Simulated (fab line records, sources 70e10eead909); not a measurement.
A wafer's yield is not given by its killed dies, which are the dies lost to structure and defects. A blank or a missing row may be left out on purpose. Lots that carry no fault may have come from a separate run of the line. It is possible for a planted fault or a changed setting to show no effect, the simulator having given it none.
fab line records -- flow nand_harc
record lots=7, wafers=20, last_day=33
route steps=1302 shown A_ONON_D2@546 END@1302
lots that met no fault: taken from a fault-free run of the same line
start_h: hours from the record's first day to the start of the lot's first wafer shown -- wait_h: how many hours have passed since the lot's step before this one -- " identical to the entry in the row above -- L1.1+2: one row covering several wafers at once -- - no value present, or no start provided -- * or withheld: withheld -- < > ~ a bound
route shown NAME@n: names a module that has steps shown in the file, with the first one's number in the route -- usual: average and standard deviation across the fault-free wafers -- same: alike in all rows -- chamber/n: place in a boat -- sites: the reading at each site -- _std_site: standard deviation of those values -- _edge_site: outer sites' mean less inner sites' -- radius_mm: how far each site lies from the wafer's centre -- mask NAME#n: copy n -- behind: the tool/chamber that last shaped the wafer -- hold: reason for holding the lot/hours on hold/outcome of the hold -- device: names the non-switching transistor (n, p or np) -- end of line: at the end of the route, the tests of the same wafers -- where a step has no rows: the recipe by itself -- killed: not the wafer's yield, but the dies lost to structure and defects at the first sort -- map: per-die view of a wafer (x killed, . not killed, _ where there is no die)
set.NAME: the setting as run; set.NAME@STEP: as run at that earlier step -- model.NAME: the simulator's own value behind a step, which no gauge read
lots seen at some steps along the route; tables by step, rows by wafer
services: from which hour (start_h, from the record's first day; less than 0 if before it) a tool's chamber was out of use, for how many hours, and why
## steps
# step NHARC_A_ONON_D2_THK_MEAS_02
# recipe thk_meas_gauge=ellipsometry
# usual thk_nm=998/11
lot.wafer,tool,chamber,start_h,wait_h,thk_nm
L430.2,film_metro-02,-,271.63,-,1003
L430.3,film_metro-02,-,271.63,-,1005
L430.6,film_metro-02,-,271.63,-,1003
L432.1,film_metro-01,-,295.20,-,983
L432.5,film_metro-01,-,295.20,-,983
L432.6,film_metro-01,-,295.20,-,981
L439.2,film_metro-01,-,367.28,-,1015
L439.3,film_metro-01,-,367.28,-,1014
L440.1,film_metro-01,-,375.77,-,1018
L440.4,film_metro-01,-,375.77,-,1016
L440.5,film_metro-01,-,375.77,-,1016
L443.1,film_metro-01,-,392.32,-,1001
L443.3,film_metro-01,-,392.32,-,1003
L443.6,film_metro-01,-,392.32,-,1003
L448.3,film_metro-01,-,466.05,-,1005
L448.4,film_metro-01,-,466.05,-,1002
L448.6,film_metro-01,-,466.05,-,1005
L453.2,film_metro-02,-,495.38,-,1003
L453.3,film_metro-02,-,495.38,-,1004
L453.6,film_metro-02,-,495.38,-,1002
# step NHARC_A_ONON_D2_DEP_03
# recipe target_thk_a=10000, n2_flow_sccm=2750, n2o_flow_sccm=2000, nh3_flow_sccm=500, sih4_flow_sccm=210, temp_c=400
# step NHARC_A_ONON_D2_THK_MEAS_05
# recipe thk_meas_gauge=ellipsometry
# usual thk_nm=998/7.9
lot.wafer,tool,chamber,start_h,wait_h,thk_nm
L430.2,film_metro-01,-,272.19,-,1002
L430.3,film_metro-01,-,272.19,-,1003
L430.6,film_metro-01,-,272.19,-,1002
L432.1,film_metro-01,-,295.77,-,994
L432.5,film_metro-01,-,295.77,-,993
L432.6,film_metro-01,-,295.77,-,993
L439.2,film_metro-01,-,367.84,-,1005
L439.3,film_metro-01,-,367.84,-,1005
L440.1,film_metro-01,-,376.33,-,990
L440.4,film_metro-01,-,376.33,-,989
L440.5,film_metro-01,-,376.33,-,989
L443.1,film_metro-02,-,392.89,-,994
L443.3,film_metro-02,-,392.89,-,994
L443.6,film_metro-02,-,392.89,-,997
L448.3,film_metro-02,-,466.62,-,976
L448.4,film_metro-02,-,466.62,-,977
L448.6,film_metro-02,-,466.62,-,976
L453.2,film_metro-01,-,495.94,-,1012
L453.3,film_metro-01,-,495.94,-,1011
L453.6,film_metro-01,-,495.94,-,1011
# step NHARC_A_ONON_D2_DEP_06
# recipe target_thk_a=10000, n2_flow_sccm=2750, n2o_flow_sccm=2000, nh3_flow_sccm=500, sih4_flow_sccm=210, temp_c=400
# step NHARC_A_ONON_D2_THK_MEAS_08
# recipe thk_meas_gauge=ellipsometry
# usual thk_nm=998/11
lot.wafer,tool,chamber,start_h,wait_h,thk_nm
L430.2,film_metro-02,-,272.76,-,1001
L430.3,film_metro-02,-,272.76,-,1000
L430.6,film_metro-02,-,272.76,-,1000
L432.1,film_metro-02,-,296.34,-,1002
L432.5,film_metro-02,-,296.34,-,1001
L432.6,film_metro-02,-,296.34,-,1002
L439.2,film_metro-01,-,368.41,-,1015
L439.3,film_metro-01,-,368.41,-,1016
L440.1,film_metro-01,-,376.89,-,983
L440.4,film_metro-01,-,376.89,-,984
L440.5,film_metro-01,-,376.89,-,984
L443.1,film_metro-01,-,393.45,-,990
L443.3,film_metro-01,-,393.45,-,988
L443.6,film_metro-01,-,393.45,-,986
L448.3,film_metro-01,-,467.18,-,981
L448.4,film_metro-01,-,467.18,-,981
L448.6,film_metro-01,-,467.18,-,981
L453.2,film_metro-02,-,496.51,-,1018
L453.3,film_metro-02,-,496.51,-,1018
L453.6,film_metro-02,-,496.51,-,1018
# step NHARC_A_ONON_D2_DEP_09
# recipe target_thk_a=10000, n2_flow_sccm=2750, n2o_flow_sccm=2000, nh3_flow_sccm=500, sih4_flow_sccm=210, temp_c=400
# step NHARC_A_ONON_D2_THK_MEAS_11
# recipe thk_meas_gauge=ellipsometry
# usual thk_nm=999/8.4
lot.wafer,tool,chamber,start_h,wait_h,thk_nm
L430.2,film_metro-01,-,273.33,-,996
L430.3,film_metro-01,-,273.33,-,996
L430.6,film_metro-01,-,273.33,-,995
L432.1,film_metro-02,-,296.90,-,991
L432.5,film_metro-02,-,296.90,-,990
L432.6,film_metro-02,-,296.90,-,990
L439.2,film_metro-01,-,368.98,-,1010
L439.3,film_metro-01,-,368.98,-,1010
L440.1,film_metro-01,-,377.69,-,997
L440.4,film_metro-01,-,377.69,-,996
L440.5,film_metro-01,-,377.69,-,996
L443.1,film_metro-02,-,394.02,-,1011
L443.3,film_metro-02,-,394.02,-,1012
L443.6,film_metro-02,-,394.02,-,1011
L448.3,film_metro-02,-,467.74,-,993
L448.4,film_metro-02,-,467.74,-,993
L448.6,film_metro-02,-,467.74,-,992
L453.2,film_metro-02,-,497.08,-,1002
L453.3,film_metro-02,-,497.08,-,1002
L453.6,film_metro-02,-,497.08,-,1002
# step NHARC_A_ONON_D2_DEP_12
# recipe target_thk_a=10000, n2_flow_sccm=2750, n2o_flow_sccm=2000, nh3_flow_sccm=500, sih4_flow_sccm=210, temp_c=400
# step NHARC_A_ONON_D2_THK_MEAS_14
# recipe thk_meas_gauge=ellipsometry
# usual thk_nm=999/8.2
lot.wafer,tool,chamber,start_h,wait_h,thk_nm
L430.2,film_metro-02,-,273.90,-,998
L430.3,film_metro-02,-,273.90,-,997
L430.6,film_metro-02,-,273.90,-,1000
L432.1,film_metro-02,-,297.46,-,1006
L432.5,film_metro-02,-,297.46,-,1007
L432.6,film_metro-02,-,297.46,-,1007
L439.2,film_metro-02,-,369.55,-,997
L439.3,film_metro-02,-,369.55,-,997
L440.1,film_metro-01,-,378.25,-,1019
L440.4,film_metro-01,-,378.25,-,1021
L440.5,film_metro-01,-,378.25,-,1020
L443.1,film_metro-02,-,394.58,-,998
L443.3,film_metro-02,-,394.58,-,998
L443.6,film_metro-02,-,394.58,-,997
L448.3,film_metro-01,-,468.31,-,984
L448.4,film_metro-01,-,468.31,-,984
L448.6,film_metro-01,-,468.31,-,983
L453.2,film_metro-01,-,497.65,-,994
L453.3,film_metro-01,-,497.65,-,993
L453.6,film_metro-01,-,497.65,-,994
# step NHARC_A_ONON_D2_ANNEAL_15
# recipe temp_c=750, time_s=3600
# step NHARC_A_ONON_D2_DEP_16
# recipe target_thk_a=10000, n2_flow_sccm=2750, n2o_flow_sccm=2000, nh3_flow_sccm=500, sih4_flow_sccm=210, temp_c=400
# step NHARC_A_ONON_D2_THK_MEAS_18
# recipe thk_meas_gauge=ellipsometry
# usual thk_nm=999/8.9
lot.wafer,tool,chamber,start_h,wait_h,thk_nm
L430.2,film_metro-02,-,284.52,-,988
L430.3,film_metro-02,-,284.52,-,992
L430.6,film_metro-02,-,284.52,-,989
L432.1,film_metro-01,-,304.76,-,997
L432.5,film_metro-01,-,304.76,-,996
L432.6,film_metro-01,-,304.76,-,996
L439.2,film_metro-01,-,377.34,-,993
L439.3,film_metro-01,-,377.34,-,996
L440.1,film_metro-01,-,386.00,-,990
L440.4,film_metro-01,-,386.00,-,990
L440.5,film_metro-01,-,386.00,-,990
L443.1,film_metro-02,-,399.35,-,989
L443.3,film_metro-02,-,399.35,-,991
L443.6,film_metro-02,-,399.35,-,991
L448.3,film_metro-02,-,475.73,-,1009
L448.4,film_metro-02,-,475.73,-,1009
L448.6,film_metro-02,-,475.73,-,1009
L453.2,film_metro-01,-,505.82,-,995
L453.3,film_metro-01,-,505.82,-,996
L453.6,film_metro-01,-,505.82,-,996
# step NHARC_A_ONON_D2_DEP_19
# recipe target_thk_a=10000, n2_flow_sccm=2750, n2o_flow_sccm=2000, nh3_flow_sccm=500, sih4_flow_sccm=210, temp_c=400
lot.wafer,tool,chamber,start_h,wait_h
L430.2+3+6,pecvd_onon-03,0,284.64,0.1
L432.1+5+6,pecvd_onon-03,0,304.82,0.1
L439.2+3,pecvd_onon-03,0,377.45,0.1
L440.1+4+5,pecvd_onon-03,0,386.05,0.1
L443.1+3+6,pecvd_onon-03,0,399.41,0.1
L448.3+4+6,pecvd_onon-02,0,475.90,0.2
L453.2+3+6,pecvd_onon-01,0,505.93,0.1
# step NHARC_A_ONON_D2_THK_MEAS_21
# recipe thk_meas_gauge=ellipsometry
# usual thk_nm=999/11
lot.wafer,tool,chamber,start_h,wait_h,thk_nm
L430.2,film_metro-01,-,285.09,-,992
L430.3,film_metro-01,-,285.09,-,994
L430.6,film_metro-01,-,285.09,-,993
L432.1,film_metro-02,-,305.32,-,1004
L432.5,film_metro-02,-,305.32,-,1002
L432.6,film_metro-02,-,305.32,-,1002
L439.2,film_metro-01,-,377.90,-,1002
L439.3,film_metro-01,-,377.90,-,698
L440.1,film_metro-01,-,386.57,-,1000
L440.4,film_metro-01,-,386.57,-,696
L440.5,film_metro-01,-,386.57,-,1001
L443.1,film_metro-02,-,399.92,-,994
L443.3,film_metro-02,-,399.92,-,691
L443.6,film_metro-02,-,399.92,-,995
L448.3,film_metro-02,-,476.30,-,1013
L448.4,film_metro-02,-,476.30,-,1012
L448.6,film_metro-02,-,476.30,-,1014
L453.2,film_metro-02,-,506.38,-,995
L453.3,film_metro-02,-,506.38,-,995
L453.6,film_metro-02,-,506.38,-,994
# step NHARC_A_ONON_D2_DEP_22
# recipe target_thk_a=10000, n2_flow_sccm=2750, n2o_flow_sccm=2000, nh3_flow_sccm=500, sih4_flow_sccm=210, temp_c=400
# step NHARC_END_SORT_01
# recipe temp_c=25
# usual killed_at_array=62/15, killed_at_other=0.8/1, killed_at_periphery=3.7/2.6, killed_dies=66/15, killed_open=3.1/1.8, killed_short=2.6/1.7
# same gross_dies=677
lot.wafer,tool,chamber,start_h,wait_h,killed_at_array,killed_at_other,killed_at_periphery,killed_dies,killed_open,killed_short
L439.3,prober-01,0,656.85,3.1,675,0,2,677,4,0
L440.4,prober-02,0,661.98,3.4,671,0,6,677,1,0
L443.3,prober-02,0,676.18,3.1,672,0,5,677,5,2
# killed by level:class
L439.3 A_ONON_D2:area_dep=619 A_CHANNEL_HOLE_D1:chamber_film_flake=29 A_CHANNEL_HOLE_D2:chamber_film_flake=12 A_CONTACT:chamber_film_flake=7 A_STAIRCASE:chamber_film_flake=2 P_M0:geometric_particle:open=1 A_CHANNEL_HOLE_D1:geometric_particle:open=1 A_ONON_D2:geometric_particle:open=1
L440.4 A_ONON_D2:area_dep=625 A_SLIT:chamber_film_flake=26 A_CHANNEL_HOLE_D2:chamber_film_flake=11 A_CHANNEL_HOLE_D1:chamber_film_flake=3 A_CONTACT:chamber_film_flake=3 P_STI:chamber_film_flake=2 P_M2:chamber_film_flake=2 P_CONTACT:geometric_particle:open=1
L443.3 A_ONON_D2:area_dep=581 A_SLIT:chamber_film_flake=32 A_CHANNEL_HOLE_D1:chamber_film_flake=30 A_CHANNEL_HOLE_D2:chamber_film_flake=20 A_DECK1_JOINT:chamber_film_flake=3 P_M0:geometric_particle:short=2 A_CONTACT:chamber_film_flake=2 P_STI:geometric_particle:open=1
# map L439.3 (x killed, . not)
____________x____________
_________xxxxxxx_________
_______xxxxxxxxxxx_______
______xxxxxxxxxxxxx______
_____xxxxxxxxxxxxxxx_____
____xxxxxxxxxxxxxxxxx____
____xxxxxxxxxxxxxxxxx____
___xxxxxxxxxxxxxxxxxxx___
___xxxxxxxxxxxxxxxxxxx___
__xxxxxxxxxxxxxxxxxxxxx__
__xxxxxxxxxxxxxxxxxxxxx__
_xxxxxxxxxxxxxxxxxxxxxxx_
_xxxxxxxxxxxxxxxxxxxxxxx_
_xxxxxxxxxxxxxxxxxxxxxxx_
_xxxxxxxxxxxxxxxxxxxxxxx_
_xxxxxxxxxxxxxxxxxxxxxxx_
xxxxxxxxxxxxxxxxxxxxxxxxx
xxxxxxxxxxxxxxxxxxxxxxxxx
xxxxxxxxxxxxxxxxxxxxxxxxx
xxxxxxxxxxxxxxxxxxxxxxxxx
xxxxxxxxxxxxxxxxxxxxxxxxx
_xxxxxxxxxxxxxxxxxxxxxxx_
_xxxxxxxxxxxxxxxxxxxxxxx_
_xxxxxxxxxxxxxxxxxxxxxxx_
_xxxxxxxxxxxxxxxxxxxxxxx_
_xxxxxxxxxxxxxxxxxxxxxxx_
__xxxxxxxxxxxxxxxxxxxxx__
__xxxxxxxxxxxxxxxxxxxxx__
___xxxxxxxxxxxxxxxxxxx___
___xxxxxxxxxxxxxxxxxxx___
____xxxxxxxxxxxxxxxxx____
____xxxxxxxxxxxxxxxxx____
_____xxxxxxxxxxxxxxx_____
______xxxxxxxxxxxxx______
_______xxxxxxxxxxx_______
_________xxxxxxx_________
____________x____________
# map L440.4 (x killed, . not)
____________x____________
_________xxxxxxx_________
_______xxxxxxxxxxx_______
______xxxxxxxxxxxxx______
_____xxxxxxxxxxxxxxx_____
____xxxxxxxxxxxxxxxxx____
____xxxxxxxxxxxxxxxxx____
___xxxxxxxxxxxxxxxxxxx___
___xxxxxxxxxxxxxxxxxxx___
__xxxxxxxxxxxxxxxxxxxxx__
__xxxxxxxxxxxxxxxxxxxxx__
_xxxxxxxxxxxxxxxxxxxxxxx_
_xxxxxxxxxxxxxxxxxxxxxxx_
_xxxxxxxxxxxxxxxxxxxxxxx_
_xxxxxxxxxxxxxxxxxxxxxxx_
_xxxxxxxxxxxxxxxxxxxxxxx_
xxxxxxxxxxxxxxxxxxxxxxxxx
xxxxxxxxxxxxxxxxxxxxxxxxx
xxxxxxxxxxxxxxxxxxxxxxxxx
xxxxxxxxxxxxxxxxxxxxxxxxx
xxxxxxxxxxxxxxxxxxxxxxxxx
_xxxxxxxxxxxxxxxxxxxxxxx_
_xxxxxxxxxxxxxxxxxxxxxxx_
_xxxxxxxxxxxxxxxxxxxxxxx_
_xxxxxxxxxxxxxxxxxxxxxxx_
_xxxxxxxxxxxxxxxxxxxxxxx_
__xxxxxxxxxxxxxxxxxxxxx__
__xxxxxxxxxxxxxxxxxxxxx__
___xxxxxxxxxxxxxxxxxxx___
___xxxxxxxxxxxxxxxxxxx___
____xxxxxxxxxxxxxxxxx____
____xxxxxxxxxxxxxxxxx____
_____xxxxxxxxxxxxxxx_____
______xxxxxxxxxxxxx______
_______xxxxxxxxxxx_______
_________xxxxxxx_________
____________x____________
## services
tool,chamber,start_h,hours,kind
pecvd_onon-01,-,269.00,13.0,pm
pecvd_onon-02,-,366.00,13.0,pm
pecvd_onon-03,-,408.35,13.0,pm
pecvd_onon-03,-,434.40,10.0,repair
pecvd_onon-01,-,450.00,13.0,pm
## key
first_sign step=NHARC_A_ONON_D2_THK_MEAS_21, reading=thk_nm, direction=down, sigmas=27, usual=999, struck=695
effect step=NHARC_END_SORT_01, reading=killed_at_array, direction=up, sigmas=40, usual=62, struck=673
more_kills_born_at NHARC_A_ONON_D2_DEP_19@pecvd_onon-03=1825
met_at NHARC_A_ONON_D2_DEP_19
struck_wafers L439.3,L440.4,L443.3
later_rows_left_out L439.3,L440.4,L443.3
tester_left_out L439,L440,L443
onset_between 304.82 377.45
fault kind=process_parameter_drift, tool=pecvd_onon-03, chamber=-, onset_h=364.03, steps=NHARC_A_ONON_D2_DEP_19, channel=target_thk_a, offset=*, shape=step, end_h=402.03, scope=struck_wafers_only, acts_in=*, stated=*
# tester_left_out: of these lots the tester's yield and bins aren't shown, on N5 and GAA mostly nor the transistor test; their killed dies are dies lost to structure and defects alone, not to doping, threshold or leakage, so they don't give the yield
# later_rows_left_out: the simulator's readings of these wafers behind a module that went badly wrong aren't trusted and aren't shown, but for the sort
